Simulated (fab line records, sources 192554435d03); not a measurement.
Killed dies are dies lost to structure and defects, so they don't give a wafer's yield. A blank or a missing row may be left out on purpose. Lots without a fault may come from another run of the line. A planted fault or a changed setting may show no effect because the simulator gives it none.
fab line records | flow n5_finfet
record lots=10 wafers=30 last_day=21
route steps=1938 shown PMOS_HMC_CHANNEL_EPI@81 FIN_SAQP@109 BEOL_M4@1111 PASSIVATION@1936
lots that met no fault: from a run of the same line without faults
start_h: hours from the record's first day to the start of the lot's first wafer shown | wait_h: hours since the lot's step before | " the same as in the row above | L1.1+2: a row that stands for several wafers | - no value, or no start given | * or withheld: withheld | < > ~ a bound
route shown NAME@n: a module of which the file shows steps, and the number in the route of the first | usual: mean/standard deviation of fault-free wafers | same: alike in all rows | chamber/n: place in a boat | sites: the reading at each site | _std_site: their standard deviation | _edge_site: outer sites' mean less inner sites' | radius_mm: how far each site lies from the wafer's centre | mask NAME#n: copy n | behind: the tool/chamber that last shaped the wafer | hold: why the lot was held/for how many hours/how that ended | device: the transistor (n, p or np) that didn't switch | end of line: the same wafers' tests at the end of the route | a step without rows: its recipe alone | killed: dies lost to structure and defects at the first sort, not the wafer's yield | map: a wafer's dies, x killed, . not, _ none there
set.NAME: the setting as run; set.NAME@STEP: as run at that earlier step | model.NAME: the simulator's own value behind a step, which no gauge read
steps of the route over a sample of lots; a table a step, a row a wafer
services: from which hour (start_h, from the record's first day; less than 0 if before it) a tool's chamber was out of use, for how many hours, and why
## steps
# step N5_PMOS_HMC_CHANNEL_EPI_CMP_21
# recipe material=SiGe30 post_cmp_clean=alkaline_brush target_thk_nm=54
# usual motor_current_A=12.2/1.1
# columns lot.wafer tool chamber start_h wait_h motor_current_A
L445.3 cmp-01 2 19.14 0.0 10.6
L445.4 " 3 " " 14.0
L445.6 " 2 " " 10.4
L446.1 cmp-04 0 25.43 0.1 12.4
L446.3 " 2 " " 12.1
L446.6 " 0 " " 12.7
L447.1 cmp-04 1 31.62 0.0 12.7
L447.4 " 0 " " 12.7
L447.6 " 1 " " 12.2
L449.2 cmp-01 2 44.37 0.0 10.7
L449.4 " 3 " " 13.9
L449.6 " 2 " " 10.4
L450.3 cmp-03 2 49.18 0.0 10.1
L450.4 " 0 " " 10.8
L450.2 " 1 " " 11.5
L452.1 cmp-03 0 63.47 0.2 11.9
L452.2 " 2 " " 10.2
L452.5 " 0 " " 11.4
L457.3 cmp-04 2 91.44 0.0 12.2
L457.4 " 1 " " 11.8
L457.5 " 2 " " 12.3
L462.1 cmp-01 0 121.31 0.1 11.7
L462.4 " 1 " " 13.7
L462.2 " 2 " " 10.3
L465.2 cmp-01 1 143.94 0.1 13.5
L465.4 " 2 " " 10.6
L465.3 " 3 " " 14.2
L466.3 cmp-03 2 145.65 0.1 9.9
L466.2 " 0 " " 11.4
L466.5 " 2 " " 10.0
# step N5_FIN_SAQP_PEB_14
# recipe peb_temp_c=withheld peb_time_s=60 resist=CAR-ArF
# usual exhaust_pa=44.8/0.86
# columns lot.wafer tool chamber start_h wait_h exhaust_pa
L445.3 litho_track-01 0 21.05 0.0 46.9
L445.4 " 0 " " 46.6
L445.6 " 0 " " 46.3
L446.1 litho_track-01 0 27.56 0.1 43.7
L446.3 " 0 " " 44.8
L446.6 " 0 " " 45.7
L447.1 litho_track-03 0 33.78 0.1 45.8
L447.4 " 0 " " 43.6
L447.6 " 0 " " 44.8
L449.2 litho_track-03 0 46.48 0.0 46.0
L449.4 " 0 " " 44.2
L449.6 " 0 " " 46.4
L450.2 litho_track-03 0 51.20 0.0 44.4
L450.3 " 0 " " 44.8
L450.4 " 0 " " 44.8
L452.1 litho_track-03 0 65.50 0.1 43.9
L452.2 " 0 " " 43.8
L452.5 " 0 " " 43.3
L457.3 litho_track-01 0 93.65 0.0 45.6
L457.4 " 0 " " 44.0
L457.5 " 0 " " 45.5
L462.1 litho_track-02 0 123.37 0.1 45.3
L462.2 " 0 " " 45.6
L462.4 " 0 " " 44.9
L465.2 litho_track-03 0 145.91 0.0 45.9
L465.3 " 0 " " 43.7
L465.4 " 0 " " 43.7
L466.2 litho_track-03 0 148.57 0.0 44.7
L466.3 " 0 " " 45.1
L466.5 " 0 " " 45.2
# step N5_FIN_SAQP_CD_MEAS_16
# recipe target_cd_nm=35.6 landing_energy_ev=500 detector=se_inlens
# usual cd_nm=35.6/0.42
# columns lot.wafer tool chamber start_h wait_h cd_nm
L445.3 cd_sem-02 0 21.12 - 35.3
L445.4 " 0 " " 36.0
L445.6 " 0 " " 35.5
L446.1 cd_sem-02 0 27.63 - 35.9
L446.3 " 0 " " 34.5
L446.6 " 0 " " 35.4
L447.1 cd_sem-02 0 33.84 - 35.5
L447.4 " 0 " " 34.7
L447.6 " 0 " " 35.5
L449.2 cd_sem-02 0 46.55 - 35.7
L449.4 " 0 " " 35.5
L449.6 " 0 " " 34.5
L450.2 cd_sem-02 0 51.27 - 35.7
L450.3 " 0 " " 35.6
L450.4 " 0 " " 35.4
L452.1 cd_sem-03 0 65.56 - 35.8
L452.2 " 0 " " 35.0
L452.5 " 0 " " 35.4
L457.3 cd_sem-03 0 93.72 - 35.9
L457.4 " 0 " " 35.7
L457.5 " 0 " " 36.0
L462.1 cd_sem-01 0 123.43 - 35.9
L462.2 " 0 " " 35.8
L462.4 " 0 " " 35.9
L465.2 cd_sem-03 0 145.97 - 33.2
L465.3 " 0 " " 33.7
L465.4 " 0 " " 33.4
L466.2 cd_sem-02 0 148.64 - 32.9
L466.3 " 0 " " 32.9
L466.5 " 0 " " 33.6
# step N5_FIN_SAQP_RECESS_75
# recipe chemistry=HF/NH3 target=SiO2 target_depth_a=144 afs_cycles=3 temp_c=30 sublimation_temp_c=180 sublimation_time_s=60
# usual drypump_motor_current_A=5.2/0.44
# columns lot.wafer tool chamber start_h wait_h drypump_motor_current_A
L445.3 vapor_etch-01 1 22.07 0.2 4.8
L445.4 " 0 " " 4.9
L445.6 " 1 " " 4.8
L446.1 vapor_etch-02 1 28.94 0.0 5.1
L446.3 " 1 " " 5.1
L446.6 " 0 " " 6.0
L447.1 vapor_etch-01 1 34.89 0.0 4.9
L447.4 " 1 " " 4.9
L447.6 " 0 " " 4.9
L449.2 vapor_etch-01 1 47.47 0.2 4.8
L449.4 " 1 " " 4.8
L449.6 " 1 " " 4.8
L450.2 vapor_etch-01 1 52.33 0.1 4.8
L450.3 " 1 " " 4.9
L450.4 " 1 " " 4.9
L452.1 vapor_etch-02 0 68.44 2.1 5.9
L452.2 " 1 " " 5.1
L452.5 " 0 " " 6.0
L457.3 vapor_etch-02 1 94.96 0.1 5.1
L457.4 " 0 " " 6.0
L457.5 " 0 " " 6.0
L462.1 vapor_etch-02 1 124.24 0.0 5.1
L462.2 " 0 " " 6.0
L462.4 " 1 " " 5.1
L465.2 vapor_etch-01 1 146.90 0.0 4.9
L465.3 " 1 " " 4.9
L465.4 " 0 " " 4.9
L466.2 vapor_etch-02 1 149.45 0.0 5.1
L466.3 " 0 " " 5.9
L466.5 " 0 " " 5.9
# step N5_FIN_SAQP_MANDREL_ETCH_58
# recipe chemistry=HBr/Cl2 target=a-Si target_depth_a=450 bt_time_s=10 stop_on=SiNx mask_material=SiO2 over_etch_frac=0.8 time_s=27 pressure_mtorr=10 icp_w=800 bias_w=75 HBr_flow_sccm=150 Cl2_flow_sccm=80 ends=end_point
# usual chamber_pressure_mTorr=10.001/0.0092 drypump_motor_current_A=5.7/0.43 oes_product_au=0.701/0.012 throttle_valve_pct=35.5/0.34
# columns lot.wafer tool chamber start_h wait_h chamber_pressure_mTorr drypump_motor_current_A oes_product_au rf_hours_counter_h throttle_valve_pct
L445.3 rie_si-02 2 24.35 0.0 10.006 5.3 0.702 74 35.1
L445.4 " 3 " " 9.984 4.8 0.707 76 35.0
L445.6 " 1 " " 10.001 5.9 0.700 - 35.7
L446.1 rie_si-02 2 30.42 0.0 10.006 5.3 0.689 74 35.2
L446.3 " 3 " " 10.013 4.8 0.700 76 35.0
L446.6 " 0 " " 9.996 5.9 0.692 - 35.4
L447.1 rie_si-01 0 36.56 0.0 10.019 5.5 0.700 5 35.8
L447.4 " 1 " " 9.985 5.7 0.709 10 35.9
L447.6 " 2 " " 9.978 6.0 0.686 - 35.5
L449.2 rie_si-02 1 49.38 0.0 9.998 5.9 0.706 60 35.7
L449.4 " 3 " " 10.003 4.7 0.707 76 35.0
L449.6 " 3 " " 10.002 4.8 0.705 - 35.0
L450.2 rie_si-02 2 54.56 0.0 10.007 5.3 0.692 74 35.2
L450.3 " 1 " " 10.001 5.9 0.705 60 35.7
L450.4 " 0 " " 9.990 5.9 0.709 146 35.4
L452.1 rie_si-01 0 71.71 0.0 10.004 5.4 0.700 5 35.8
L452.2 " 1 " " 9.993 5.7 0.692 11 35.9
L452.5 " 0 " " 10.017 5.4 0.704 - 35.8
L457.3 rie_si-01 2 96.33 0.0 9.995 6.1 0.693 2 35.5
L457.4 " 3 " " 10.002 5.8 0.720 106 34.9
L457.5 " 3 " " 10.003 5.8 0.721 - 34.9
L462.1 rie_si-02 3 126.53 0.0 9.995 4.8 0.695 78 35.0
L462.2 " 1 " " 9.992 5.9 0.703 61 35.7
L462.4 " 2 " " 9.994 5.3 0.704 75 35.1
L465.2 rie_si-04 1 148.51 0.0 10.002 5.6 0.699 37 36.1
L465.3 " 2 " " 10.008 5.2 0.727 130 35.6
L465.4 " 3 " " 9.986 6.4 0.678 144 35.7
L466.2 rie_si-04 0 151.45 0.0 9.983 6.1 0.694 111 35.8
L466.3 " 1 " " 10.011 5.6 0.699 37 36.1
L466.5 " 0 " " 10.005 6.1 0.694 - 35.8
# step N5_BEOL_M4_RC_MEAS_101
# usual DIBL_N=37.1/2.6 DIBL_P=38/3 IOFF_N=0.18/0.052 IOFF_P=0.25/0.06 ION_N=678/15 ION_P=467/8.6 SS_N=71.7/0.73 SS_P=73.7/0.89 VT_N=249/4.3 VT_P=-248/3.8
# columns lot.wafer tool chamber start_h wait_h DIBL_N[mV/V] DIBL_P[mV/V] IOFF_N[nA/um] IOFF_P[nA/um] ION_N[uA/um] ION_P[uA/um] SS_N[mV/dec] SS_P[mV/dec] VT_N[mV] VT_P[mV]
L446.1 prober-02 0 228.07 0.0 34.6 36 0.13 0.18 657 448 70.1 72.9 253 -255
L446.3 " 0 " " 40.1 42 0.26 0.29 688 468 72.2 74.8 242 -245
L446.6 " 0 " " 36.5 38 0.17 0.22 667 459 72.0 72.7 249 -251
L445.3 prober-01 0 231.10 0.3 33.4 34 0.13 0.20 648 455 72.0 72.2 254 -247
L445.4 " 0 " " 32.1 32 0.12 0.16 659 458 70.9 71.6 253 -252
L445.6 " 0 " " 32.3 33 0.10 0.17 648 454 70.4 71.5 260 -251
L447.1 prober-02 0 245.30 0.0 36.0 34 0.14 0.20 676 465 71.2 72.9 248 -250
L447.4 " 0 " " 36.3 36 0.17 0.24 692 472 71.6 73.4 244 -246
L447.6 " 0 " " 36.3 35 0.15 0.24 691 474 71.2 72.7 249 -248
L452.1 prober-02 0 265.89 0.1 37.1 39 0.18 0.24 674 463 72.0 74.2 250 -248
L452.2 " 0 " " 38.0 41 0.21 0.29 686 476 71.8 74.3 249 -247
L452.5 " 0 " " 34.7 37 0.14 0.21 667 463 70.5 73.3 252 -247
L450.2 prober-02 0 273.11 0.2 34.7 34 0.13 0.22 659 464 71.6 73.4 251 -247
L450.3 " 0 " " 33.9 33 0.12 0.19 661 461 71.3 72.3 253 -251
L450.4 " 0 " " 34.8 35 0.13 0.23 674 475 71.1 72.6 255 -246
L449.2 prober-02 0 282.47 0.2 40.6 39 0.20 0.30 661 466 73.0 74.1 248 -244
L449.4 " 0 " " 38.6 38 0.19 0.30 674 477 71.6 74.0 247 -243
L449.6 " 0 " " 39.5 37 0.19 0.26 692 475 71.4 73.9 248 -247
L457.3 prober-02 0 300.52 0.3 36.7 38 0.18 0.25 675 469 71.2 73.2 246 -249
L457.4 " 0 " " 35.2 37 0.16 0.24 693 476 70.9 74.2 249 -247
L457.5 " 0 " " 37.4 39 0.19 0.26 671 461 71.9 74.3 248 -249
L462.1 prober-02 0 326.89 0.0 36.8 38 0.15 0.25 675 469 71.2 73.1 253 -245
L462.2 " 0 " " 37.6 39 0.18 0.29 680 478 71.5 73.6 247 -245
L462.4 " 0 " " 42.1 43 0.30 0.40 712 482 72.6 75.5 241 -240
L465.2 prober-02 0 351.22 0.2 38.0 38 0.18 0.25 675 464 72.1 73.6 250 -248
L465.3 " 0 " " 33.1 34 0.10 0.17 655 458 70.9 73.0 258 -255
L465.4 " 0 " " 35.1 35 0.13 0.18 666 455 71.4 73.5 253 -253
L466.2 prober-01 0 402.72 0.2 43.7 45 0.34 0.39 692 472 73.6 75.9 243 -243
L466.3 " 0 " " 38.2 38 0.18 0.24 696 478 71.0 73.4 249 -248
L466.5 " 0 " " 37.7 37 0.17 0.23 677 467 71.5 74.3 250 -248
# step N5_PASSIVATION_PROBE_49
# usual defect_limited_yield=91.4/1.4 killed_at_M0_to_M3=34/9.1 killed_at_M4_up=14/5.2 killed_at_contacts=12/6.4 killed_at_front_end=38/11 killed_at_other=3.7/2.8 killed_dies=102/17 killed_open=68/13 killed_short=32/7.8 sort_bin_4_leakage=0.05/0.3 sort_bin_5_function=5.1/1 sort_bin_6_memory=3.2/0.66 sort_n_pass=1076/19 sort_yield_pct=91.2/1.6
# same gross_dies=1180 killed_at_back_side=0 sort_bin_8_speed[%]=0
# columns lot.wafer tool chamber start_h wait_h defect_limited_yield[%] killed_at_M0_to_M3 killed_at_M4_up killed_at_contacts killed_at_front_end killed_at_other killed_dies killed_open killed_short sort_bin_4_leakage[%] sort_bin_5_function[%] sort_bin_6_memory[%] sort_n_pass sort_yield_pct[%]
L457.3 prober-01 - 405.34 0.1 92.6 36 15 7 28 1 87 62 24 0 4.4 2.9 1093 92.6
L457.5 prober-01 - 405.44 0.2 92.2 38 10 9 33 2 92 56 34 0 4.2 3.3 1088 92.2
L465.3 prober-02 - 456.24 0.1 91.4 29 25 8 37 3 102 68 31 0 4.4 3.6 1078 91.4
L466.3 prober-02 - 508.73 0.1 90.8 30 12 10 51 5 108 61 47 0 5.5 3.2 1072 90.8
# killed by level:class
L457.3 BEOL_M0_SAQP:geometric_particle:open=11 BEOL_M4:geometric_particle:open=9 FIN_SAQP:geometric_particle:open=8 BEOL_M1:geometric_particle:open=8 GATE_CUT:geometric_particle:short=5 BEOL_M2:geometric_particle:open=5 MOL_CONTACT_COAG:geometric_particle:open=4 BEOL_M0_SAQP:geometric_particle:short=4
L457.5 BEOL_M2:geometric_particle:open=9 MOL_CONTACT_COAG:geometric_particle:open=8 BEOL_M0_SAQP:geometric_particle:open=8 BEOL_M1:geometric_particle:open=8 BEOL_M0_SAQP:geometric_particle:short=6 FIN_SAQP:geometric_particle:open=5 GATE_CUT:geometric_particle:short=4 STARTING-WAFER:geometric_particle:short=4
L465.3 BEOL_M4:geometric_particle:open=15 FIN_SAQP:geometric_particle:short=11 BEOL_M2:geometric_particle:open=9 MOL_CONTACT_COAG:geometric_particle:open=8 FIN_SAQP:geometric_particle:open=7 BEOL_M3:geometric_particle:open=7 STI_FIN_REVEAL:geometric_particle:open=5 BEOL_M0:geometric_particle:open=5
L466.3 FIN_SAQP:geometric_particle:open=12 FIN_SAQP:geometric_particle:short=9 GATE_CUT:geometric_particle:short=7 BEOL_M1:geometric_particle:open=7 DUMMY_GATE:geometric_particle:open=6 STI_FIN_REVEAL:geometric_particle:open=5 MOL_CONTACT_COAG:geometric_particle:short=5 MOL_CONTACT_COAG:geometric_particle:open=5
## services
# columns tool chamber start_h hours kind
cmp-03 - -3.73 - consumable_replace:conditioner
cmp-03 - -3.73 - consumable_replace:pad
litho_track-03 - -0.79 - consumable_replace:filter
rie_si-02 1 3.52 1.0 repair
cmp-04 - 11.89 1.1 repair
litho_track-02 - 12.82 - consumable_replace:filter
cmp-03 - 15.02 1.9 repair
cmp-04 - 15.20 0.6 repair
litho_track-01 - 47.74 - consumable_replace:filter
cmp-01 - 49.19 0.6 repair
rie_si-01 3 60.56 6.1 repair
cmp-01 - 63.05 0.8 repair
rie_si-01 2 66.22 8.1 repair
cmp-03 - 70.51 3.6 repair
cmp-01 - 85.63 4.0 pm
rie_si-01 0 88.52 5.4 repair
cmp-01 - 89.63 - consumable_replace:conditioner
cmp-01 - 89.63 - consumable_replace:pad
cmp-01 - 97.63 2.3 repair
cmp-04 - 122.74 6.0 pm
rie_si-01 2 145.67 10.1 repair
## key
first_sign step=N5_FIN_SAQP_CD_MEAS_16 reading=cd_nm direction=down sigmas=5.4 usual=35.6 struck=33.3
effect none on later readings
met_at N5_FIN_SAQP_PEB_14
struck_lots L465,L466
not_acting_at N5_PMOS_HMC_CHANNEL_EPI_CMP_21,N5_FIN_SAQP_RECESS_75,N5_FIN_SAQP_MANDREL_ETCH_58
onset_between 65.50 145.91
also_fits time
fault kind=process_parameter_drift tool=litho_track-03 chamber=- onset_h=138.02 steps=N5_FIN_SAQP_PEB_14 channel=peb_temp_c offset=withheld shape=step end_h=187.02 acts_in=*
